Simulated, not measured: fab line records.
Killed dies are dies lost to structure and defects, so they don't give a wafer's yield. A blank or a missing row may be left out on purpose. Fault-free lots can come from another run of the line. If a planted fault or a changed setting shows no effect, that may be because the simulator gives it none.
fab line records	flow n5-finfet
record: lots: 6	wafers: 18	last-day: 17
route steps=1938 shown BEOL_M7@1331 BEOL_M8@1332
lots that met no fault: from a run of the same line without faults
start-h: hours from the record's opening day to when the first of the lot's shown wafers began	wait-h: how many hours have passed since the lot's step before this one	" identical to the entry in the row above	L1.1+2: a row that stands for several wafers	- either no value or no given start	* or withheld: withheld	< > ~ a bound
route shown NAME@n: names a module that has steps shown in the file, with the first one's number in the route	usual: mean and standard deviation over wafers with no fault	same: alike in all rows	chamber/n: place in a boat	sites: each site's reading	_std_site: how widely they spread, as a standard deviation	_edge_site: the outer-site mean with the inner-site mean subtracted	radius-mm: for every site, how far away it sits from the centre of the wafer	mask NAME#n: copy n	behind: the most recent tool/chamber to have shaped the wafer	hold: what put the lot on hold/how long, in hours/how the hold closed	device: the transistor (n, p or np) that didn't switch	end of line: tests run on the same wafers once the route is complete	a step with no rows: only its recipe	killed: the dies lost at the first sort to structure and to defects; this is not the yield of the wafer	map: a wafer's dies, marking killed ones x, the rest . and places with no die _
set.NAME: the run value of the setting; set.NAME@STEP: its run value at that earlier step	model.NAME: the simulator's own value behind a step, which no gauge read
lots seen at some steps along the route; tables by step, rows by wafer
services: the hour from which a tool's chamber was out of use, counted from the record's first day as start-h (under 0 if before that day), plus the number of hours and why
== steps ==
step: N5_BEOL_M7_INSPECT_58
recipe: inspect-instrument: darkfield	mode: post-dep
usual: raw-defect-count: 73/27
lot.wafer	tool	chamber	start-h	wait-h	raw-defect-count
L618.1	defect-inspect-01	-	210.76	0.0	58
L618.3	"	-	"	"	48
L618.5	"	-	"	"	31
L625.3	defect-inspect-01	-	262.06	0.0	38
L625.5	"	-	"	"	57
L625.6	"	-	"	"	40
L626.1	defect-inspect-02	-	270.08	0.0	74
L626.4	"	-	"	"	71
L626.5	"	-	"	"	42
L628.2	defect-inspect-02	-	280.96	0.0	66
L628.3	"	-	"	"	86
L628.4	"	-	"	"	66
L635.4	defect-inspect-02	-	314.73	0.0	65
L635.5	"	-	"	"	41
L635.6	"	-	"	"	98
L638.1	defect-inspect-01	-	330.47	0.0	64
L638.2	"	-	"	"	85
L638.5	"	-	"	"	79
step: N5_BEOL_M8_ILD_DEP_00
recipe: material: SiCOH_lowk	target-thk-a: 1797.5	temp-c: 300	precursor: DEMS/porogen	pressure-torr: 5	rf-w: 500	time-s: 33.4
usual: heater-power-w: 324/74	showerhead-plenum-p-Torr: 5.735/0.017	susceptor-temp-C: 299.99/0.2	throttle-valve-pct: 14.1/0.81
lot.wafer	tool	chamber	start-h	wait-h	heater-power-w	showerhead-plenum-p-Torr	susceptor-temp-C	throttle-valve-pct
L618.1	pecvd-03	1	210.80	0.0	288	5.743	300.20	14.5
L618.3	"	0	"	"	271	5.757	299.96	14.2
L618.5	"	0	"	"	277	5.765	299.87	14.1
L625.3	pecvd-04	0	262.09	0.0	476	5.724	299.95	13.8
L625.5	"	1	"	"	233	5.701	300.05	14.6
L625.6	"	0	"	"	478	5.737	300.09	13.7
L626.1	pecvd-03	0	270.11	0.0	249	5.739	300.31	14.5
L626.4	"	0	"	"	245	5.766	300.14	14.2
L626.5	"	1	"	"	303	5.748	299.91	14.4
L628.2	pecvd-04	1	281.00	0.0	246	5.712	300.22	14.4
L628.3	"	0	"	"	472	5.735	299.91	13.8
L628.4	"	1	"	"	254	5.700	300.63	14.5
L635.4	pecvd-01	1	314.78	0.1	276	5.725	299.90	13.3
L635.5	"	2	"	"	280	5.747	300.18	13.3
L635.6	"	0	"	"	296	5.733	299.75	13.7
L638.1	pecvd-03	1	330.50	0.0	306	5.769	300.06	14.5
L638.2	"	0	"	"	238	5.751	300.15	14.4
L638.5	"	1	"	"	293	5.739	299.91	14.3
step: N5_BEOL_M8_CURE_74
recipe: temp-c: 385	time-s: 240	ambient: He/Ar	material: SiCOH_lowk
usual: lamp-power-pct: 52.32/0.062	wafer_temp_C_max: 387.1/0.59
lot.wafer	tool	chamber	start-h	wait-h	lamp-power-pct	wafer_temp_C_max
L618.1	uv-cure-02	2	210.86	0.0	52.27	387.0
L618.3	"	2	"	"	52.33	386.7
L618.5	"	2	"	"	52.31	387.3
L625.3	uv-cure-03	1	262.32	0.2	52.24	386.7
L625.5	"	1	"	"	52.37	386.5
L625.6	"	1	"	"	52.19	386.9
L626.1	uv-cure-01	0	270.18	0.0	52.38	387.8
L626.4	"	0	"	"	52.35	387.9
L626.5	"	0	"	"	52.47	387.7
L628.2	uv-cure-02	1	281.14	0.1	52.39	387.2
L628.3	"	1	"	"	52.45	386.8
L628.4	"	1	"	"	52.40	386.5
L635.4	uv-cure-03	0	315.07	0.3	52.32	386.7
L635.5	"	0	"	"	52.39	386.4
L635.6	"	0	"	"	52.31	386.6
L638.1	uv-cure-02	2	330.68	0.2	52.17	387.2
L638.2	"	2	"	"	52.34	386.8
L638.5	"	2	"	"	52.30	387.1
step: N5_BEOL_M8_THK_MEAS_01
recipe: reads: SiCOH_lowk_of_BEOL_M8_ILD_DEP_00
usual: M8_ILD_THK: 154.6/2.2
lot.wafer	tool	chamber	start-h	wait-h	M8_ILD_THK[nm]
L618.1	film-metro-02	-	211.37	0.4	151.3
L618.3	"	-	"	"	153.6
L618.5	"	-	"	"	156.5
L625.3	film-metro-02	-	262.67	0.3	151.5
L625.5	"	-	"	"	156.4
L625.6	"	-	"	"	156.6
L626.1	film-metro-02	-	270.69	0.4	153.4
L626.4	"	-	"	"	154.2
L626.5	"	-	"	"	156.5
L628.2	film-metro-01	-	281.58	0.4	154.0
L628.3	"	-	"	"	153.9
L628.4	"	-	"	"	155.2
L635.4	film-metro-01	-	315.34	0.2	160.8
L635.5	"	-	"	"	155.6
L635.6	"	-	"	"	155.1
L638.1	film-metro-02	-	331.19	0.4	152.7
L638.2	"	-	"	"	153.2
L638.5	"	-	"	"	154.3
step: N5_BEOL_M8_PECVD_70
recipe: material: SiO2	target-thk-a: 200	temp-c: 400	precursor: TEOS/O2	pressure-torr: 5.5	rf-w: 450	teos-flow-sccm: 53.8	gas: O2	flow-sccm: 3000	time-s: 22.7
usual: heater-power-w: 734/130	showerhead-plenum-p-Torr: 8.77/0.071	susceptor-temp-C: 400.01/0.23	throttle-valve-pct: 22.7/1.3
lot.wafer	tool	chamber	start-h	wait-h	heater-power-w	showerhead-plenum-p-Torr	susceptor-temp-C	throttle-valve-pct
L618.1	pecvd-04	1	211.41	0.0	531	8.64	400.03	23.3
L618.3	"	0	"	"	1053	8.74	399.93	22.3
L618.5	"	0	"	"	1067	8.74	399.71	22.3
L625.3	pecvd-01	1	262.71	0.0	714	8.78	400.12	21.6
L625.5	"	1	"	"	711	8.78	400.44	21.8
L625.6	"	2	"	"	610	8.86	400.60	21.4
L626.1	pecvd-04	1	270.73	0.0	522	8.64	400.04	23.2
L626.4	"	0	"	"	1049	8.77	399.78	22.3
L626.5	"	2	"	"	767	8.75	400.26	24.6
L628.2	pecvd-04	0	281.61	0.0	1039	8.76	399.89	22.0
L628.3	"	2	"	"	676	8.75	400.42	24.9
L628.4	"	1	"	"	613	8.62	400.16	23.2
L635.4	pecvd-03	1	315.39	0.1	712	8.82	399.99	23.1
L635.5	"	0	"	"	680	8.85	399.76	23.4
L635.6	"	2	"	"	808	8.79	399.61	19.6
L638.1	pecvd-03	1	331.23	0.0	634	8.81	399.79	23.3
L638.2	"	0	"	"	586	8.86	399.51	23.3
L638.5	"	1	"	"	619	8.80	399.74	22.9
step: N5_BEOL_M8_HM_DEP_02
recipe: material: TiN	target-thk-a: 200	temp-c: 25	chamber-pressure-pa: 0.49996
usual: susceptor-temp-C: 25.01/0.099	throttle-valve-pct: 29.5/0.91
lot.wafer	tool	chamber	start-h	wait-h	susceptor-temp-C	throttle-valve-pct
L618.1	pvd-sputter-01	-	213.05	1.6	25.00	29.9
L618.3	"	-	"	"	25.01	29.8
L618.5	"	-	"	"	24.98	27.3
L625.3	pvd-sputter-02	-	263.98	1.3	25.05	29.3
L625.5	"	-	"	"	25.16	29.1
L625.6	"	-	"	"	24.93	29.4
L626.1	pvd-sputter-01	-	273.03	2.3	25.06	30.0
L626.4	"	-	"	"	24.91	30.0
L626.5	"	-	"	"	25.09	29.3
L628.2	pvd-sputter-03	-	282.94	1.3	24.94	29.1
L628.3	"	-	"	"	25.07	30.0
L628.4	"	-	"	"	25.07	30.7
L635.4	pvd-sputter-01	-	316.15	0.7	25.10	30.0
L635.5	"	-	"	"	25.23	27.4
L635.6	"	-	"	"	25.05	29.8
L638.1	pvd-sputter-03	-	331.62	0.4	24.88	29.8
L638.2	"	-	"	"	25.20	30.4
L638.5	"	-	"	"	25.09	29.0
step: N5_BEOL_M8_COAT_59
recipe: resist: SOC	temp-c: 250	time-s: 60	spin-rpm: 1500	resist-thk-nm: 100
step: N5_BEOL_M8_COAT_60
recipe: resist: SiARC	temp-c: 220	time-s: 60	spin-rpm: 1500	resist-thk-nm: 35
step: N5_BEOL_M8_COAT_05
recipe: resist: CAR-ArF	spin-rpm: 1500	resist-thk-nm: 90
step: N5_BEOL_M8_EBR_07
recipe: solvent: PGMEA	ebr-width-mm: 1.5
step: N5_BEOL_M8_SOFTBAKE_06
recipe: temp-c: 110	time-s: 60	resist: CAR-ArF
step: N5_BEOL_M8_EXPOSE_08
recipe: mask-id: M8	na: 1.35	source-shape: dipole	sigma-inner: 0.817	sigma-outer: 0.97	polarization: te	dose-mj: 68.25
step: N5_BEOL_M8_PEB_09
recipe: peb-temp-c: withheld	peb-time-s: 60	resist: CAR-ArF
usual: chill-plate-temp-C: 22.98/0.11	exhaust-pa: 45.0/0.95
lot.wafer	tool	chamber	start-h	wait-h	chill-plate-temp-C	exhaust-pa
L618.1	litho-track-03	0	213.36	0.1	22.84	43.2
L618.3	"	0	"	"	22.76	43.9
L618.5	"	0	"	"	22.81	43.7
L625.3	litho-track-04	-	264.42	0.0	-	-
L625.5	"	-	"	"	-	-
L625.6	"	-	"	"	-	-
L626.1	litho-track-01	-	273.33	0.1	-	-
L626.4	"	-	"	"	-	-
L626.5	"	-	"	"	-	-
L628.2	litho-track-03	0	283.37	0.0	22.94	44.3
L628.3	"	0	"	"	22.92	44.3
L628.4	"	0	"	"	22.96	42.8
L635.4	litho-track-03	0	316.58	0.0	22.84	45.0
L635.5	"	0	"	"	22.86	44.0
L635.6	"	0	"	"	23.12	45.3
L638.1	litho-track-01	0	332.05	0.1	22.95	45.8
L638.2	"	0	"	"	22.78	45.3
L638.5	"	0	"	"	22.95	45.6
step: N5_BEOL_M8_DEVELOP_10
recipe: develop-time-s: 30	developer: TMAH	resist: CAR-ArF	rinse-liquid: diw	dry: air-spin	dev-temp-c: 23
== services ==
tool	chamber	start-h	hours	kind
pecvd-03	1	189.52	2.1	scheduled-down
pecvd-03	-	205.77	3.3	repair
uv-cure-02	-	215.01	1.0	pm
pecvd-01	-	227.49	1.4	repair
pecvd-03	2	231.16	2.1	scheduled-down
pecvd-03	2	233.29	-	clean
pecvd-03	2	233.29	-	consumable-replace:showerhead
pecvd-03	2	233.29	29.0	scheduled-down
pecvd-03	2	233.29	29.0	vent-cycle
litho-track-03	-	246.46	-	consumable-replace:filter
pecvd-04	0	247.73	2.1	scheduled-down
litho-track-01	-	253.55	-	consumable-replace:filter
litho-track-04	-	260.47	-	consumable-replace:filter
pecvd-04	1	292.16	6.6	repair
uv-cure-03	-	297.84	2.1	pm
pecvd-03	-	300.66	0.8	pm
pvd-sputter-02	-	303.66	4.3	repair
pecvd-04	-	320.93	1.3	repair
pecvd-03	2	323.58	5.5	scheduled-down
== key ==
first-sign: step: N5_BEOL_M8_PEB_09	reading: tool-record	direction: missing
effect none on later readings
met-at N5_BEOL_M8_PEB_09
struck-wafers L625.3,L625.5,L625.6,L626.1,L626.4,L626.5
later-rows-left-out L625.3,L625.5,L625.6,L626.1,L626.4,L626.5
sort-left-out L625.3,L625.5,L625.6,L626.1,L626.4,L626.5
fault: kind: skipped-step-whole	tool: litho-track-01,litho-track-04	chamber: -	onset-h: 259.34	steps: N5_BEOL_M8_PEB_09	scope: struck-lots-only
sort-left-out: the simulated sort isn't trusted on such a fault, so these wafers' sort isn't shown, and their yield isn't known
later-rows-left-out: the simulator's readings of these wafers behind a module that went badly wrong aren't trusted and aren't shown, but for the sort
